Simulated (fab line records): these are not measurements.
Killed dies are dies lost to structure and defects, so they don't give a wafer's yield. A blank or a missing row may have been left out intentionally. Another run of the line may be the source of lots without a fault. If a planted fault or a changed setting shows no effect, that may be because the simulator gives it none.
A lot that was struck, set against a sound lot    flow n5Finfet    17 out of 1938 route steps
Sound: wafers L529.2, L529.4, L529.5. The struck wafers were L545.3, L545.4, L545.5. Last of all comes the cause.
Each step with rows lists, per side, the tool, then ch with its chambers, then its first start. Under that, the readings that differ: sound wafers    struck wafers    difference of the means    sigmas: that difference in standard deviations of wafers without a fault.
alike: a reading whose means differ by less than 2 such deviations, as well as words and numbers matching on both sides. not compared: withheld readings; readings where some wafer has no value; bounds like >300 that might hide an equal value; numbers whose values overlap and for which the record gives no deviation.
The two part at a step that has a row with sigmas, a row that says differs or no value, or rows on one side only. Numbers that don't overlap but have no deviation are shown without sigmas and don't part them. A reading missing from all wafers of one side parts the sides only when that side holds two or more wafers.

first, 2 steps without rows for these wafers: N5_BEOL_M2_PEB_09 (peb time 60 s); N5_BEOL_M2_DEVELOP_10 (develop time 30 s).
N5_BEOL_M2_CD_MEAS_11: the cd target is 16.79 nm.
  sound on cdSem-01 ch 0, day 6 21:58; struck on cdSem-02 ch 0, day 10 12:47
  alike: cdNm
N5_BEOL_M2_OVL_MEAS_12:
  sound on overlay-01 ch 0, day 6 22:00; struck on overlay-01 ch 0, day 10 12:50
  alike: M2_OVL
N5_BEOL_M2_INSPECT_13: inspects for defects (brightfield).
  sound: defectInspect-02 at day 6 22:26; struck: defectInspect-02 at day 10 12:53
  alike: rawDefectCount
N5_BEOL_M2_DESCUM_16: chemistry O2, time 7 s.
  sound on rieDiel-05 ch 2,3, day 6 22:28; struck on rieDiel-05 ch 0,3, day 10 12:55
  alike: drypumpMotorCurrentA, oesProductAu, rfVppV, showerheadPlenumPTorr, throttleValvePct
  not compared: rfHoursCounterH
N5_BEOL_M2_ETCH_74: etches underlayer in N2/H2, target depth 6.5 nm, time 5.2 s.
  sound on rieDiel-05 ch 2,3, day 6 22:30; struck on rieDiel-05 ch 0,3, day 10 12:56
  alike: drypumpMotorCurrentA, etchRfOnTimeS, h2FlowSccm, oesProductAu, rfVppV, showerheadPlenumPTorr, throttleValvePct
  not compared: rfHoursCounterH
then, 1 step without rows for these wafers: N5_BEOL_M2_ETCH_63 (etches SiARC in CF4, target depth 15.6 nm, time 26 s).
N5_BEOL_M2_ETCH_64: etches SOC in N2/H2, target depth 75 nm, overetch 22.5 nm, time 121.9 s.
  sound on rieDiel-05 ch 2,3, day 6 22:32; struck on rieDiel-05 ch 0,3, day 10 12:59
  alike: drypumpMotorCurrentA, h2FlowSccm, oesProductAu, rfVppV, showerheadPlenumPTorr, throttleValvePct
  not compared: rfHoursCounterH
then, 2 steps without rows for these wafers: N5_BEOL_M2_STRIP_65 (strips in N2/H2); N5_BEOL_M2_STRIP_75 (strips in N2/H2).
N5_BEOL_M2_STRIP_66: strips in CF4.
  sound on rieDiel-05 ch 2,3, day 6 22:41; struck on rieDiel-05 ch 0,3, day 10 13:07
reading               sound              struck             difference  sigmas
throttleValvePct (%)  13.45 13.33 13.32  13.54 13.74 13.75  +0.31       +2
  alike: drypumpMotorCurrentA, oesProductAu, rfVppV, showerheadPlenumPTorr
  not compared: rfHoursCounterH
N5_BEOL_M2_HM_OPEN_17: chemistry Cl2/BCl3, target TiN, target depth 20 nm, overetch 6 nm.
  sound on rieMetal-02 ch 0,1, day 6 22:43; struck on rieMetal-02 ch 0,1, day 10 13:11
  no value came back on the struck wafers for any of 6 readings (bcl3FlowSccm (sccm), biasW (W) and others); on the sound wafers bcl3FlowSccm (sccm) reads 21.72 21.67 21.63
reading                                  sound           struck      difference  sigmas
model.SOC_of_BEOL_M2_COAT_61.thkNm (nm)  52.2 51.8 51.6  60.2 60 60  +8.2        
  not compared: rfHoursCounterH
N5_BEOL_M2_STRIP_19: strips in O2.
  sound on rieDiel-06 ch 0,3, day 6 22:51; struck on rieDiel-05 ch 1,2,3, day 10 13:19
  alike: drypumpMotorCurrentA, oesProductAu, rfVppV, showerheadPlenumPTorr, throttleValvePct
  not compared: rfHoursCounterH
N5_BEOL_M2_CD_MEAS_18: pitch 36 nm, target cd 18 nm.
  sound: cdSem-03 at day 6 22:56; struck: cdSem-02 at day 10 13:23
reading    sound           struck  difference                     sigmas
cdNm (nm)  18.2 17.7 18.2  - - -   no value on the struck wafers  
then, 1 step without rows for these wafers: N5_BEOL_M2_COAT_67 (time 60 s, resist thk 60 nm).
N5_BEOL_M4_RC_MEAS_101:
  the record has rows for the sound wafers here (prober-01 ch 0, day 8 03:08) and none for the struck ones

== WHERE THEY PART ==
Earliest at N5_BEOL_M2_STRIP_66; latest, in this record, at N5_BEOL_M4_RC_MEAS_101.

WHY: the cause the simulator had injected
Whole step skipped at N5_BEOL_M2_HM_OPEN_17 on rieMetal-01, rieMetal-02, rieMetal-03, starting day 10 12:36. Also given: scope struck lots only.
